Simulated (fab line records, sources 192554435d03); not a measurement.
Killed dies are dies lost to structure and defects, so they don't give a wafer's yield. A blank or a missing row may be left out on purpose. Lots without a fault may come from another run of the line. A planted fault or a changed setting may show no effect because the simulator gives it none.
A struck lot beside a sound one | flow n5_finfet | 16 steps out of a route of 1938
Sound: wafers L949.3, L949.5, L949.6. Struck: wafer L953.1. (L953.6 of the same lot was not struck and is left out.) The cause comes at the end.
At each step with rows: each side's tool, then ch and its chambers, then its first start. Under that, the readings that differ: sound wafers | struck wafers | difference of the means | sigmas: that difference in standard deviations of wafers without a fault.
alike: readings whose means differ by less than 2 such deviations, and words and numbers that are the same on both sides. not compared: withheld readings, readings that some wafer has no value for, bounds like >300 that may hide the same value, and numbers for which the record gives no deviation and whose values overlap.
The two part at a step that has a row with sigmas, a row that says differs or no value, or rows on one side only. Numbers that don't overlap but have no deviation are shown without sigmas and don't part them. A reading that every wafer of one side lacks parts them only if that side has two wafers or more.

first, 1 step without rows for these wafers: N5_BEOL_M2_SPUTTER_92 (material Cu, target thk 4.5 nm, time 8.29 s).
N5_BEOL_M2_ANNEAL_93: time 240 s.
  sound on pvd_sputter-03, day 8 08:04; struck on pvd_sputter-02, day 9 04:11
  alike: heater_power_w
then, 1 step without rows for these wafers: N5_BEOL_M2_SPUTTER_94 (material Cu, target thk 4.5 nm, time 8.29 s).
N5_BEOL_M2_ANNEAL_95: time 240 s.
  sound on pvd_sputter-03, day 8 08:17; struck on pvd_sputter-02, day 9 04:25
  alike: heater_power_w
N5_BEOL_M2_SPUTTER_96: material Cu, target thk 4.5 nm, time 8.29 s.
  sound on pvd_sputter-03, day 8 08:26; struck on pvd_sputter-02, day 9 04:33
  alike: throttle_valve_pct
then, 2 steps without rows for these wafers: N5_BEOL_M2_ECD_50 (material Cu, target thk 300 nm); N5_BEOL_M2_ANNEAL_51 (time 90 s).
N5_BEOL_M2_CMP_52: polishes, stops on SiOC, t overpolish 6.8 s, target thk 40 nm.
  sound on cmp-01 ch 0,3, day 8 08:55; struck on cmp-04 ch 2, day 9 05:10
  alike: barrier_field_endpoint_s, motor_current_A, overpolish_run_s, slurry_flow_ml_min, time_to_endpoint_s
N5_BEOL_M2_THK_MEAS_53: measures by xrf.
  sound on film_metro-02, day 8 09:13; struck on film_metro-02, day 9 05:20
  alike: M2_THK
then, 1 step without rows for these wafers: N5_BEOL_M2_PRE_CLEAN_60 (time 15 s).
N5_BEOL_M2_CO_CAP_55: material Co, precursor CCTBA/H2, target thk 2 nm, time 102.1 s.
  sound on cvd_co-02 ch 1,2, day 8 09:21; struck on cvd_co-01 ch 1, day 9 05:25
  alike: heater_power_w
then, 1 step without rows for these wafers: N5_BEOL_M2_PRE_CLEAN_56 (time 15 s).
N5_BEOL_M2_DEP_57: deposits SiCN from 3MS/NH3, target thk 8 nm, time 14 s.
  sound on pecvd-03 ch 1,2, day 8 09:30; struck on pecvd-01 ch 0, day 9 05:32
  reading                                  | sound       | struck | difference | sigmas
  model.SiCN_of_BEOL_M2_DEP_57.thk_nm (nm) | 8.2 8.2 8.2 | 7.2    | -1.0       |
  alike: showerhead_plenum_p_Torr, throttle_valve_pct
N5_BEOL_M2_RS_MEAS_58: measures by four-point-probe.
  sound on film_metro-02, day 8 09:34; struck on film_metro-01, day 9 05:38
  alike: M2_RS
N5_BEOL_M4_RC_MEAS_101:
  sound on prober-01 ch 0, day 9 09:21; struck on prober-01 ch 0, day 10 08:13
  reading        | sound          | struck | difference | sigmas
  IOFF_N (nA/um) | 0.29 0.23 0.16 | 0.12   | -0.11      | -2
  IOFF_P (nA/um) | 0.40 0.32 0.21 | 0.15   | -0.16      | -3
  ION_P (uA/um)  | 475 478 479    | 453    | -24        | -2
  VT_N (mV)      | 239 243 247    | 255    | +12        | +3
  VT_P (mV)      | -238 -244 -249 | -260   | -16        | -4
  alike: DIBL_N, DIBL_P, ION_N, SS_N, SS_P
then, 1 step without rows for these wafers: N5_PASSIVATION_PROBE_49.

WHERE THEY PART
Only at N5_BEOL_M4_RC_MEAS_101, within this record.

WHY: what the simulator had put in
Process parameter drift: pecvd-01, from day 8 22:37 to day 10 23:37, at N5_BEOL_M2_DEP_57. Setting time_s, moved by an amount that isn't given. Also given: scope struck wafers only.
